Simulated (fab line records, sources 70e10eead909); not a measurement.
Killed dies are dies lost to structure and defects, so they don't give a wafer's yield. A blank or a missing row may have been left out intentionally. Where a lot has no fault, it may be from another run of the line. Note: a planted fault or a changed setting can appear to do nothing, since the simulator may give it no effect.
A lot that was struck, set against a sound lot :: flow nand_harc :: 14 out of 1302 route steps
Sound: wafers L442.1, L442.3, L442.5. Struck: wafers L456.5, L456.6. (L456.4 of the same lot was not struck and is left out.) The cause comes at the end.
Per side, at each step with rows, come the tool, then ch with its chambers, and then its first start. Under that, the readings that differ: sound wafers :: struck wafers :: difference of the means :: sigmas: that difference in standard deviations of wafers without a fault.
alike: readings whose means differ by less than 2 such deviations, and words and numbers that are the same on both sides. not compared: withheld readings, readings that some wafer has no value for, bounds like >300 that may hide the same value, and numbers for which the record gives no deviation and whose values overlap.
The two part at a step that has a row with sigmas, a row that says differs or no value, or rows on one side only. Numbers that don't overlap but have no deviation are shown without sigmas and don't part them. A reading that every wafer of one side lacks parts them only if that side has two wafers or more.

NHARC_A_SOURCE_PLATE_THK_MEAS_06: measures by ellipsometry.
  struck on film_metro-01, day 15 03:08; sound on film_metro-02, day 9 09:00
  alike: thk_nm
NHARC_A_SOURCE_PLATE_INSPECT_08:
  struck on defect_inspect-01, day 15 03:11; sound on defect_inspect-01, day 9 09:04
  alike: raw_defect_count
then, 1 step without rows for these wafers: NHARC_A_ONON_D1_DEP_00 (target thk 1000 nm).
NHARC_A_ONON_D1_THK_MEAS_02: measures by ellipsometry.
  struck on film_metro-01, day 15 03:46; sound on film_metro-02, day 9 09:39
  alike: thk_nm
then, 1 step without rows for these wafers: NHARC_A_ONON_D1_DEP_03 (target thk 1000 nm).
NHARC_A_ONON_D1_THK_MEAS_05: measures by ellipsometry.
  struck on film_metro-01, day 15 04:20; sound on film_metro-02, day 9 10:13
  alike: thk_nm
then, 1 step without rows for these wafers: NHARC_A_ONON_D1_DEP_06 (target thk 1000 nm).
NHARC_A_ONON_D1_THK_MEAS_08: measures by ellipsometry.
  struck on film_metro-02, day 15 04:54; sound on film_metro-02, day 9 10:47
reading: thk_nm (nm)
sound: 1015 1015 1015
struck: 995 997
difference: -19
sigmas: -2
then, 1 step without rows for these wafers: NHARC_A_ONON_D1_DEP_09 (target thk 1000 nm).
NHARC_A_ONON_D1_THK_MEAS_11: measures by ellipsometry.
  struck on film_metro-02, day 15 05:28; sound on film_metro-02, day 9 11:22
  alike: thk_nm
NHARC_A_ONON_D1_DEP_12: target thk 1000 nm.
  sound on pecvd_onon-02 ch 0, day 9 11:25; struck on pecvd_onon-03 ch 0, day 15 05:42
  alike: n2o_flow_sccm
NHARC_A_ONON_D1_THK_MEAS_14: measures by ellipsometry.
  struck on film_metro-01, day 15 06:02; sound on film_metro-02, day 9 11:55
reading: thk_nm (nm)
sound: 986 987 987
struck: 1582 1580
difference: +594
sigmas: +62
then, 1 step without rows for these wafers: NHARC_A_ONON_D1_ANNEAL_15 (time 3600 s).
-- the record jumps here: 18 days lie between the struck wafers' starts before and after (it left off in module A_ONON_D1 and takes up again in module END, whose first step shown is number 1302 of the route) --
NHARC_END_SORT_01:
  the record has rows for the struck wafers here (prober-01 ch 0, day 32 20:41) and none for the sound ones

== WHERE THEY PART ==
Last at NHARC_END_SORT_01 as far as this record goes, first at NHARC_A_ONON_D1_THK_MEAS_08.

WHY: what had been put in by the simulator
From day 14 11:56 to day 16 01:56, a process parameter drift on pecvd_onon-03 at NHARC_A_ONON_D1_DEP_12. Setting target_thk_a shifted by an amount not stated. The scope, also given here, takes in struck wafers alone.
